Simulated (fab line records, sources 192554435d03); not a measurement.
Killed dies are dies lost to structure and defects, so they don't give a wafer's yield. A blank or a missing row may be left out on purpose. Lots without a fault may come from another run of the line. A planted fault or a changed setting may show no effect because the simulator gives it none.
Which tool did it? | flow n5_finfet | 7 lots, 21 wafers sampled, at 1 step of a route of 1938

WHAT THE GAUGES READ, wafer by wafer
N5_BEOL_M4_RC_MEAS_101.
lot  | measured     | on        | DIBL_N (mV/V)  | DIBL_P (mV/V)  | IOFF_N (nA/um)    | IOFF_P (nA/um)    | ION_N (uA/um) | ION_P (uA/um) | SS_N (mV/dec)  | SS_P (mV/dec)  | VT_N (mV)   | VT_P (mV)
L217 | day 12 09:15 | prober-01 | 36.8 36.0 36.3 | 35.8 34.6 36.0 | 0.160 0.148 0.154 | 0.220 0.216 0.232 | 670 672 666   | 466 463 463   | 71.6 71.1 71.7 | 73.3 73.3 73.3 | 251 250 250 | -246 -245 -246
L219 | day 12 12:49 | prober-02 | 33.9 35.7 36.5 | 32.9 34.6 34.1 | 0.124 0.149 0.156 | 0.169 0.199 0.182 | 660 673 665   | 451 465 450   | 71.0 70.5 70.8 | 72.6 72.7 72.6 | 254 252 251 | -252 -251 -254
L218 | day 12 13:01 | prober-01 | 34.5 33.9 35.6 | 36.0 34.6 36.7 | 0.148 0.136 0.175 | 0.217 0.202 0.238 | 665 660 671   | 464 463 462   | 71.5 70.9 71.9 | 73.9 72.9 73.8 | 250 251 247 | -247 -250 -246
L226 | day 14 15:55 | prober-01 | 38.3 34.6 37.8 | 35.3 32.8 36.3 | 0.174 0.125 0.165 | 0.187 0.152 0.194 | 662 664 672   | 449 457 459   | 72.7 70.5 71.2 | 73.4 71.7 72.6 | 247 250 249 | -253 -254 -252
L229 | day 15 02:43 | prober-01 | 33.6 33.7 33.3 | 33.6 32.3 32.0 | 0.139 0.123 0.122 | 0.173 0.147 0.149 | 664 652 652   | 454 452 445   | 70.7 70.9 70.9 | 72.6 71.9 72.5 | 250 254 251 | -253 -257 -256
L231 | day 15 11:44 | prober-02 | 37.6 36.5 36.8 | 35.2 35.3 36.0 | 0.177 0.159 0.167 | 0.217 0.212 0.225 | 680 669 679   | 463 461 464   | 71.3 70.4 71.2 | 73.9 72.7 73.7 | 248 250 250 | -248 -250 -252
L232 | day 15 13:35 | prober-02 | 36.4 32.1 38.1 | 37.8 30.6 38.0 | 0.167 0.103 0.195 | 0.192 0.114 0.186 | 676 649 674   | 457 443 452   | 71.4 70.6 72.7 | 73.8 71.6 73.5 | 247 255 247 | -252 -260 -255

WHICH TOOL RAN EACH LOT (tool, then ch and the chambers of the sampled wafers, then the start)
The record holds no process step before these readings.

WHAT THE TOOLS THEMSELVES READ (means of the sampled wafers that have a number; where no wafer has one, the mark that the record gives instead)
The record holds no such reading with a usual standard deviation.

THE ANSWER, worked out from the rows above alone
Rule: what is usual is taken from the lots themselves. Put in order of their means at a reading, lots are off if they are a third of the lots or fewer, leave a main group of 4 or more, and stand apart from it by a gap of 3 or more times the standard deviation of the main group's means; of several such gaps the widest counts. A main group whose means are all the same, to the digits that the tables above print for the reading, isn't used. A lot without any number at a reading at which 4 lots or more have one is off too. The other lots that the step has rows for count as sound. The gauges are gone through in route order, then the tools' own readings, and for those a lot's mean is taken as printed above. The first step at which some lot is off is used, and at that step the reading that is off furthest; a lot without a number counts as furthest.
No lot is off at any reading shown: from this, nothing can be told.

WHAT THE SIMULATOR HAD PUT IN
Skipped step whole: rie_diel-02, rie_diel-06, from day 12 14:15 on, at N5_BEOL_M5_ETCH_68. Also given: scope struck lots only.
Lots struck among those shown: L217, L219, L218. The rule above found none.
